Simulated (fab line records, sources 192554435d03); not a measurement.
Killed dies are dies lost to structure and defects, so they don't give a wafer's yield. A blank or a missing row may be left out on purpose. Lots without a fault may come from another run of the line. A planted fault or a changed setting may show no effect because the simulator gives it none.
Which tool did it? | flow n5_finfet | 11 lots, 33 wafers sampled, at 3 steps of a route of 1938

WHAT THE GAUGES READ, wafer by wafer
N5_BEOL_M14_CD_MEAS_28: target cd 284.4 nm.
lot  | measured     | on        | cd_nm (nm)
L402 | day 10 14:37 | cd_sem-03 | 284.8 285.0 286.1
L404 | day 11 07:54 | cd_sem-01 | 280.9 283.8 281.6
L406 | day 11 17:23 | cd_sem-02 | 280.7 282.7 280.6
L408 | day 12 16:54 | cd_sem-01 | 287.7 284.4 284.7
L411 | day 13 16:14 | cd_sem-02 | 283.6 283.6 283.9
L414 | day 13 20:31 | cd_sem-03 | 284.8 284.0 284.8
L416 | day 14 15:56 | cd_sem-03 | 282.7 283.7 281.1
L418 | day 15 11:27 | cd_sem-03 | 285.2 284.4 286.6
L422 | day 16 03:50 | cd_sem-02 | 285.8 287.1 283.0
L424 | day 16 10:52 | cd_sem-01 | 279.4 282.2 281.4
L423 | day 16 12:01 | cd_sem-01 | 283.0 282.4 284.4

WHICH TOOL RAN EACH LOT (tool, then ch and the chambers of the sampled wafers, then the start)
lot  | N5_BEOL_M13_DEP_53              | N5_BEOL_M14_ILD_DEP_00
L402 | pecvd-02 ch 1,2, day 10 12:59   | pecvd-03 ch 0,1,2, day 10 13:07
L404 | pecvd-03 ch 0,1,2, day 11 05:25 | pecvd-02 ch 0,2, day 11 05:32
L406 | pecvd-04 ch 1,2, day 11 15:38   | pecvd-03 ch 0,1,2, day 11 15:46
L408 | pecvd-03 ch 0,1,2, day 12 15:18 | pecvd-02 ch 1,2, day 12 15:26
L411 | pecvd-03 ch 0,1,2, day 13 14:20 | pecvd-03 ch 0,1,2, day 13 14:28
L414 | pecvd-02 ch 0,2, day 13 18:49   | pecvd-02 ch 0,2, day 13 18:56
L416 | pecvd-04 ch 0,2, day 14 14:28   | pecvd-03 ch 0,1,2, day 14 14:35
L418 | pecvd-03 ch 0,1,2, day 15 09:51 | pecvd-02 ch 0,1, day 15 09:59
L422 | pecvd-02 ch 0,1,2, day 16 02:05 | pecvd-01 ch 1,2, day 16 02:13
L424 | pecvd-02 ch 0,1,2, day 16 09:15 | pecvd-01 ch 0,1,2, day 16 09:23
L423 | pecvd-03 ch 0,1, day 16 10:25   | pecvd-01 ch 0,2, day 16 10:32
- N5_BEOL_M13_DEP_53: deposits SiCN from 3MS/NH3, target thk 50 nm, time 17.8 s.
- N5_BEOL_M14_ILD_DEP_00: deposits SiO2 from TEOS/O2, target thk 1119.3 nm, time 237.4 s.

WHAT THE TOOLS THEMSELVES READ (means of the sampled wafers that have a number; where no wafer has one, the mark that the record gives instead)
N5_BEOL_M13_DEP_53.
lot  | tool     | showerhead_plenum_p_Torr (Torr) | throttle_valve_pct (%)
L402 | pecvd-02 | 4.163                           | 16.9
L404 | pecvd-03 | 4.171                           | 18.0
L406 | pecvd-04 | 4.146                           | 17.6
L408 | pecvd-03 | 4.162                           | 18.2
L411 | pecvd-03 | 4.170                           | 18.1
L414 | pecvd-02 | 4.147                           | 18.4
L416 | pecvd-04 | 4.149                           | 17.9
L418 | pecvd-03 | 4.169                           | 18.1
L422 | pecvd-02 | 4.161                           | 17.9
L424 | pecvd-02 | 4.166                           | 17.8
L423 | pecvd-03 | 4.158                           | 18.4

N5_BEOL_M14_ILD_DEP_00.
lot  | tool     | heater_power_w (W) | showerhead_plenum_p_Torr (Torr) | throttle_valve_pct (%)
L402 | pecvd-03 | 520                | 8.36                            | 18.6
L404 | pecvd-02 | 533                | 8.33                            | 18.6
L406 | pecvd-03 | 461                | 8.35                            | 18.6
L408 | pecvd-02 | 452                | 8.34                            | 17.6
L411 | pecvd-03 | 522                | 8.37                            | 18.7
L414 | pecvd-02 | 602                | 8.33                            | 18.8
L416 | pecvd-03 | 488                | 8.36                            | 18.5
L418 | pecvd-02 | 508                | 8.37                            | 18.7
L422 | pecvd-01 | 618                | 8.37                            | 20.9
L424 | pecvd-01 | 623                | 8.34                            | 20.2
L423 | pecvd-01 | 556                | 8.37                            | 19.1

THE ANSWER, worked out from the rows above alone
Rule: what is usual is taken from the lots themselves. Put in order of their means at a reading, lots are off if they are a third of the lots or fewer, leave a main group of 4 or more, and stand apart from it by a gap of 3 or more times the standard deviation of the main group's means; of several such gaps the widest counts. A main group whose means are all the same, to the digits that the tables above print for the reading, isn't used. A lot without any number at a reading at which 4 lots or more have one is off too. The other lots that the step has rows for count as sound. The gauges are gone through in route order, then the tools' own readings, and for those a lot's mean is taken as printed above. The first step at which some lot is off is used, and at that step the reading that is off furthest; a lot without a number counts as furthest.
No lot is off at any reading shown: from this, nothing can be told.

WHAT THE SIMULATOR HAD PUT IN
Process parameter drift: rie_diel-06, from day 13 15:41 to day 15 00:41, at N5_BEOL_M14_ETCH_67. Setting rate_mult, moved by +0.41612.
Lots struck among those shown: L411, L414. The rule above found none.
